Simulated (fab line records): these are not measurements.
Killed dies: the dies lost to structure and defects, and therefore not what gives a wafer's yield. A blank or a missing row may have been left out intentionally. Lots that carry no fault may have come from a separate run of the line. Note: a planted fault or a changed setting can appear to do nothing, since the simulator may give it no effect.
A struck lot beside a sound one    flow nand_harc    24 steps out of a route of 1159
Sound: wafers L963.2, L963.4, L963.6. Struck: wafer L969.1. (L969.3, L969.5 of the same lot were not struck and are left out.) The cause comes at the end.
Each step with rows lists, per side, the tool, then ch with its chambers, then its first start. Under that, the readings that differ: sound wafers    struck wafers    difference of the means    sigmas: that difference in standard deviations of wafers without a fault.
alike: a reading whose means differ by less than 2 such deviations, as well as words and numbers matching on both sides. not compared: withheld readings; readings where some wafer has no value; bounds like >300 that might hide an equal value; numbers whose values overlap and for which the record gives no deviation.
The two part at a step that has a row with sigmas, a row that says differs or no value, or rows on one side only. Numbers that have no deviation but don't overlap get no sigmas and don't part them. A reading that every wafer of one side lacks parts them only if that side has two wafers or more.

NHARC_P_ZERO_WELL_INSPECT_43:
  sound: defect_inspect-01 at day 2 01:27; struck: defect_inspect-02 at day 3 13:46
  alike: raw_defect_count
then, 11 steps without rows for these wafers: NHARC_P_STI_ETCH_26 (etches SiO2 in dHF, target depth 11 nm); NHARC_P_STI_PRECLEAN_27 (cleans in SC1); NHARC_P_STI_SRD_28; NHARC_P_STI_OXIDE_29 (material SiO2, target thk 10 nm, ox time 1362 s); NHARC_P_STI_HM_DEP_30 (deposits Si3N4, target thk 80 nm, time 873 s); NHARC_P_STI_DEHYDRATE_01 (time 120 s); NHARC_P_STI_HMDS_02 (time 30 s); NHARC_P_STI_COAT_41 (time 65 s); NHARC_P_STI_COAT_03 (resist thk 600 nm); NHARC_P_STI_SOFTBAKE_04 (time 70 s); NHARC_P_STI_EBR_05.
NHARC_P_STI_EXPOSE_06: exposes mask P STI, target cd 200 nm.
  sound on krf_scanner-03 ch 0, day 2 17:36; struck on krf_scanner-03 ch 0, day 4 01:56
reading               sound           struck  difference  sigmas
focus_offset_nm (nm)  -0.6 -0.4 -0.4  0.7     +1.2        +3
  alike: mask, stage_vel_mm_s
then, 2 steps without rows for these wafers: NHARC_P_STI_PEB_07 (peb time 80 s); NHARC_P_STI_DEVELOP_08 (time 50 s).
NHARC_P_STI_CD_MEAS_09 targets a cd of 200 nm.
  sound on cd_sem-01 ch 0, day 2 17:45; struck on cd_sem-03 ch 0, day 4 02:05
  alike: cd_nm
NHARC_P_STI_OVL_MEAS_10:
  sound: overlay-02 at day 2 17:50; struck: overlay-01 at day 4 02:10
  alike: overlay_x_nm, overlay_y_nm
NHARC_P_STI_INSPECT_11:
  sound: defect_inspect-02 at day 2 17:52; struck: defect_inspect-01 at day 4 02:13
  alike: raw_defect_count
then, 1 step without rows for these wafers: NHARC_P_STI_HARDBAKE_13 (time 65 s).
NHARC_P_STI_DESCUM_14: chemistry O2, time 3 s.
  sound on rie_diel-05 ch 2,3, day 2 18:01; struck on rie_diel-05 ch 2, day 4 02:22
reading                 sound              struck  difference  sigmas
model.P_STI.cd_nm (nm)  199.2 197.2 198.4  194.7   -3.6        
  alike: chamber_pressure_mTorr, drypump_motor_current_A, oes_product_au, rf_vpp_V, showerhead_plenum_p_Torr, throttle_valve_pct
  not compared: rf_hours_counter_h
NHARC_P_STI_ETCH_42: etches the open film in N2/H2, target depth 80 nm, overetch 24 nm, time 61 s.
  sound on rie_diel-05 ch 0,1,3, day 2 18:06; struck on rie_diel-05 ch 2, day 4 02:26
reading                sound              struck  difference  sigmas
oes_product_au (a.u.)  0.983 0.990 1.015  1.018   +0.022      +2
  alike: chamber_pressure_mTorr, drypump_motor_current_A, rf_vpp_V, showerhead_plenum_p_Torr, throttle_valve_pct
  not compared: rf_hours_counter_h
NHARC_P_STI_ETCH_31: etches the open film in CF4/CHF3, target depth 108.9 nm, time 54.5 s.
  sound on rie_diel-05 ch 0,2,3; struck on rie_diel-05 ch 1
  alike: chamber_pressure_mTorr, chf3_flow_sccm, drypump_motor_current_A, oes_product_au, rf_vpp_V, showerhead_plenum_p_Torr, throttle_valve_pct
  not compared: rf_hours_counter_h
NHARC_P_STI_ETCH_15: etches the open film in HBr/Cl2, target depth 300 nm, time 100.1 s.
  sound on rie_si-03 ch 0,1,3, day 2 18:18; struck on rie_si-06 ch 2, day 4 02:38
reading                      sound              struck  difference  sigmas
drypump_motor_current_A (A)  5.8 5.7 4.7        6.4     +1.0        +2
model.P_STI.cd_nm (nm)       198.2 195.9 197.9  195.7   -1.6        
  alike: chamber_pressure_mTorr, mfc_cl2_sccm, oes_product_au, throttle_valve_pct
  not compared: rf_hours_counter_h
NHARC_P_STI_CD_MEAS_16:
  sound: cd_sem-03 at day 2 18:27; struck: cd_sem-01 at day 4 02:47
  alike: cd_nm

## WHERE THEY PART
Earliest at NHARC_P_STI_EXPOSE_06; latest, in this record, at NHARC_P_STI_ETCH_15. Later steps at which nothing parts them and some readings are alike: NHARC_P_STI_CD_MEAS_16.

WHY: the cause the simulator had injected
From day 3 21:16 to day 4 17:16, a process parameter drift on krf_scanner-03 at NHARC_P_STI_EXPOSE_06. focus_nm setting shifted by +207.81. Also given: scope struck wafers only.
